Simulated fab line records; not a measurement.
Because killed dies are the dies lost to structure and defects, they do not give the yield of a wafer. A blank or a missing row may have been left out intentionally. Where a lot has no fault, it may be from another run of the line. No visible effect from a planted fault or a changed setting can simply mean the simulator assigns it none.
A struck lot beside a sound one + flow n5Finfet + 17 steps out of a route of 1938
Sound: these wafers, L768.1, L768.2, L768.5. Struck: wafer L784.6 (L784.4, L784.5, from the same lot, were not struck and are left out); the cause is given at the end.
Order at every step that has rows: each side's tool, ch and its chambers, its first start. Under that, the readings that differ: sound wafers + struck wafers + difference of the means + sigmas: that difference in standard deviations of wafers without a fault.
alike: words and numbers the same on both sides, and readings whose means are apart by under 2 such deviations; not compared: readings that were withheld, readings missing a value for some wafer, numbers with overlapping values and no deviation given by the record, and bounds like >300 which may hide the same value.
A row with sigmas, a row that says differs or no value, or rows on one side alone: a step with any of these is where the two part. Numbers that have no deviation but don't overlap get no sigmas and don't part them. Lack of a reading on every wafer of one side parts them only where that side has two or more wafers.

first, 4 steps without rows for these wafers: N5_BEOL_M5_ALD_86 (deposits TaN, pulse time 2 s, purge time 3 s, co reactant purge time 2 s); N5_BEOL_M5_SURFACE_TREAT_87; N5_BEOL_M5_CVD_47 (deposits Co from CCTBA/H2, target thk 3 nm, time 216 s); N5_BEOL_M5_SPUTTER_48 (material Cu, target thk 15 nm, time 27.62 s).
N5_BEOL_M5_ANNEAL_49: time 1800 s.
  struck on pvdSputter-01, day 13 16:10; sound on pvdSputter-02, day 9 03:19
  alike: heaterPowerW
then, 1 step without rows for these wafers: N5_BEOL_M5_SPUTTER_81 (material Cu, target thk 15 nm, time 27.62 s).
N5_BEOL_M5_ANNEAL_82: time 1800 s.
  struck on pvdSputter-01, day 13 17:15; sound on pvdSputter-02, day 9 04:24
  alike: heaterPowerW
then, 1 step without rows for these wafers: N5_BEOL_M5_SPUTTER_83 (material Cu, target thk 15 nm, time 27.62 s).
N5_BEOL_M5_ANNEAL_84: time 1800 s.
  struck on pvdSputter-01, day 13 18:20; sound on pvdSputter-02, day 9 05:29
  alike: heaterPowerW
N5_BEOL_M5_SPUTTER_88: material Cu, target thk 15 nm, time 27.62 s.
  struck on pvdSputter-01, day 13 19:21; sound on pvdSputter-02, day 9 06:29
| reading              | sound          | struck | difference | sigmas |
|----------------------|----------------|--------|------------|--------|
| throttleValvePct (%) | 29.1 30.8 30.0 | 27.0   | -3.0       | -2     |
  alike: substrateTempC
then, 1 step without rows for these wafers: N5_BEOL_M5_ANNEAL_89 (time 1800 s).
N5_BEOL_M5_SPUTTER_90: material Cu, target thk 4.5 nm, time 8.29 s.
  struck on pvdSputter-01, day 13 20:26; sound on pvdSputter-02, day 9 07:35
| reading              | sound          | struck | difference | sigmas |
|----------------------|----------------|--------|------------|--------|
| throttleValvePct (%) | 29.2 30.7 30.1 | 27.1   | -2.9       | -2     |
  alike: substrateTempC
N5_BEOL_M5_ECD_50: material Cu, target thk 300 nm.
  sound on ecdCu-02 ch 0,1, day 9 07:41; struck on ecdCu-02 ch 1, day 13 20:34
| reading                               | sound             | struck | difference | sigmas |
|---------------------------------------|-------------------|--------|------------|--------|
| model.Cu_of_BEOL_M5_ECD_50.thkNm (nm) | 301.6 300.6 297.2 | 417.6  | +117.8     |        |
then, 1 step without rows for these wafers: N5_BEOL_M5_ANNEAL_51 (time 90 s).
N5_BEOL_M5_CMP_52: polishes, stops on SiCOH lowk, t overpolish 6.9 s, target thk 62 nm.
  sound on cmp-02 ch 0,1,3, day 9 08:11; struck on cmp-01 ch 3, day 13 21:08
| reading             | sound    | struck | difference | sigmas |
|---------------------|----------|--------|------------|--------|
| timeToEndpointS (s) | 63 66 60 | 88     | +25        | +6     |
  alike: edgeZonePressureFrac, motorCurrentA
N5_BEOL_M5_THK_MEAS_53: measures by xrf.
  struck on filmMetro-01, day 13 21:19; sound on filmMetro-02, day 9 08:26
  alike: M5_THK
-- the record jumps here: 4 days lie between the struck wafers' starts before and after (it left off in module BEOL_M5 and takes up again in module PASSIVATION, whose first step shown is number 1936 of the route) --
N5_PASSIVATION_PROBE_49:
  struck on prober-02, day 17 16:43; sound on prober-01, day 13 08:55
| reading               | sound       | struck | difference | sigmas |
|-----------------------|-------------|--------|------------|--------|
| sort_bin_6_memory (%) | 2.9 3.1 2.6 | 4.6    | +1.7       | +2     |
  alike: defectLimitedYield, killed_at_M0_to_M3, killed_at_M4_up, killedAtContacts, killedAtFrontEnd, killedAtOther, killedDies, killedOnRim, killedOpen, killedShort, sort_bin_5_function, sort_bin_8_speed, sortNPass, sortYieldPct

## WHERE THEY PART
Earliest at N5_BEOL_M5_SPUTTER_88; latest, in this record, at N5_PASSIVATION_PROBE_49.

WHY: whatever the simulator had introduced
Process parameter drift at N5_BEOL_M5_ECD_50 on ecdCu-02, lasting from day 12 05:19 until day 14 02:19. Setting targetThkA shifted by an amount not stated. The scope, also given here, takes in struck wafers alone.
